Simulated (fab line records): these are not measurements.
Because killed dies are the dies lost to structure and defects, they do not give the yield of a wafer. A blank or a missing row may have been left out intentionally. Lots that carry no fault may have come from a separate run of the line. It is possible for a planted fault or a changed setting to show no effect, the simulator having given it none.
Chamber matching :: flow n5Finfet :: rieSi-04 running N5_FIN_CUT_CUT_ETCH_15: 4 sister chambers
The step etches Si in HBr/Cl2/O2, target depth 100 nm, bt time 10 s, time 42.4 s. 16 wafers are shown with their chamber, then 8 later ones without.

WAFERS WITH THEIR CHAMBER
wafer: L074.2
chamber: 0
throttleValvePct (%): 37.18
drypumpMotorCurrentA (A): 5.0
oesProductAu (a.u.): 0.996

wafer: L074.5
chamber: 2
throttleValvePct (%): 37.78
drypumpMotorCurrentA (A): 5.5
oesProductAu (a.u.): 1.002

wafer: L074.6
chamber: 1
throttleValvePct (%): 37.07
drypumpMotorCurrentA (A): 5.3
oesProductAu (a.u.): 0.991

wafer: L081.2
chamber: 2
throttleValvePct (%): 37.78
drypumpMotorCurrentA (A): 5.5
oesProductAu (a.u.): 1.011

wafer: L081.5
chamber: 0
throttleValvePct (%): 37.17
drypumpMotorCurrentA (A): 5.0
oesProductAu (a.u.): 1.003

wafer: L081.6
chamber: 1
throttleValvePct (%): 37.06
drypumpMotorCurrentA (A): 5.4
oesProductAu (a.u.): 0.989

wafer: L089.1
chamber: 1
throttleValvePct (%): 37.09
drypumpMotorCurrentA (A): 5.4
oesProductAu (a.u.): 0.997

wafer: L089.3
chamber: 2
throttleValvePct (%): 37.79
drypumpMotorCurrentA (A): 5.5
oesProductAu (a.u.): 1.007

wafer: L089.5
chamber: 0
throttleValvePct (%): 37.19
drypumpMotorCurrentA (A): 5.0
oesProductAu (a.u.): 0.994

wafer: L092.4
chamber: 1
throttleValvePct (%): 37.07
drypumpMotorCurrentA (A): 5.4
oesProductAu (a.u.): 0.988

wafer: L092.5
chamber: 1
throttleValvePct (%): 37.07
drypumpMotorCurrentA (A): 5.3
oesProductAu (a.u.): 0.990

wafer: L092.6
chamber: 2
throttleValvePct (%): 37.80
drypumpMotorCurrentA (A): 5.5
oesProductAu (a.u.): 1.015

wafer: L094.2
chamber: 0
throttleValvePct (%): 37.16
drypumpMotorCurrentA (A): 5.0
oesProductAu (a.u.): 1.005

wafer: L094.4
chamber: 2
throttleValvePct (%): 37.80
drypumpMotorCurrentA (A): 5.5
oesProductAu (a.u.): 1.012

wafer: L094.6
chamber: 3
throttleValvePct (%): 36.92
drypumpMotorCurrentA (A): 6.0
oesProductAu (a.u.): 1.016

wafer: L095.1
chamber: 1
throttleValvePct (%): 37.09
drypumpMotorCurrentA (A): 5.4
oesProductAu (a.u.): 0.996

SIGNATURES, as means of the wafers listed above
reading: throttleValvePct
chamber 0: 37.1750
chamber 1: 37.0750
chamber 2: 37.7900
chamber 3: 36.9200
scatter within a chamber: 0.0117

reading: drypumpMotorCurrentA
chamber 0: 5.000
chamber 1: 5.367
chamber 2: 5.500
chamber 3: 6.000
scatter within a chamber: 0.0333

reading: oesProductAu
chamber 0: 0.99950
chamber 1: 0.99183
chamber 2: 1.00940
chamber 3: 1.01600
scatter within a chamber: 0.00463
Rule: a wafer lies at a distance from a chamber equal to the root of the sum of squares, over the readings, of (its reading less the chamber's mean, divided by the reading's scatter). If the next closest chamber is less than 2 further off than the closest, the wafer can't be placed; otherwise it belongs to the closest. The scatter: the root of (the sum of the squares of (reading less its chamber's mean) over the shown wafers, divided by (wafers less chambers)).

WAFERS MISSING THEIR CHAMBER
wafer: L095.4
throttleValvePct (%): 37.79
drypumpMotorCurrentA (A): 5.5
oesProductAu (a.u.): 1.012

wafer: L095.5
throttleValvePct (%): 37.08
drypumpMotorCurrentA (A): 5.4
oesProductAu (a.u.): 0.990

wafer: L096.2
throttleValvePct (%): 37.17
drypumpMotorCurrentA (A): 5.0
oesProductAu (a.u.): 0.999

wafer: L096.4
throttleValvePct (%): 37.79
drypumpMotorCurrentA (A): 5.5
oesProductAu (a.u.): 1.014

wafer: L096.6
throttleValvePct (%): 36.91
drypumpMotorCurrentA (A): 6.0
oesProductAu (a.u.): 1.003

wafer: L097.4
throttleValvePct (%): 37.78
drypumpMotorCurrentA (A): 5.5
oesProductAu (a.u.): 1.002

wafer: L097.5
throttleValvePct (%): 36.92
drypumpMotorCurrentA (A): 6.0
oesProductAu (a.u.): 1.011

wafer: L097.6
throttleValvePct (%): 37.17
drypumpMotorCurrentA (A): 5.0
oesProductAu (a.u.): 0.998

WHICH CHAMBER EACH WENT THROUGH
wafer: L095.4
from the rows above: 2
in truth: 2

wafer: L095.5
from the rows above: 1
in truth: 1

wafer: L096.2
from the rows above: 0
in truth: 0

wafer: L096.4
from the rows above: 2
in truth: 2

wafer: L096.6
from the rows above: 3
in truth: 3

wafer: L097.4
from the rows above: 2
in truth: 2

wafer: L097.5
from the rows above: 3
in truth: 3

wafer: L097.6
from the rows above: 0
in truth: 0
Placed correctly: 8 of 8. Left unplaced by these rows: 0. Wrongly placed: 0.
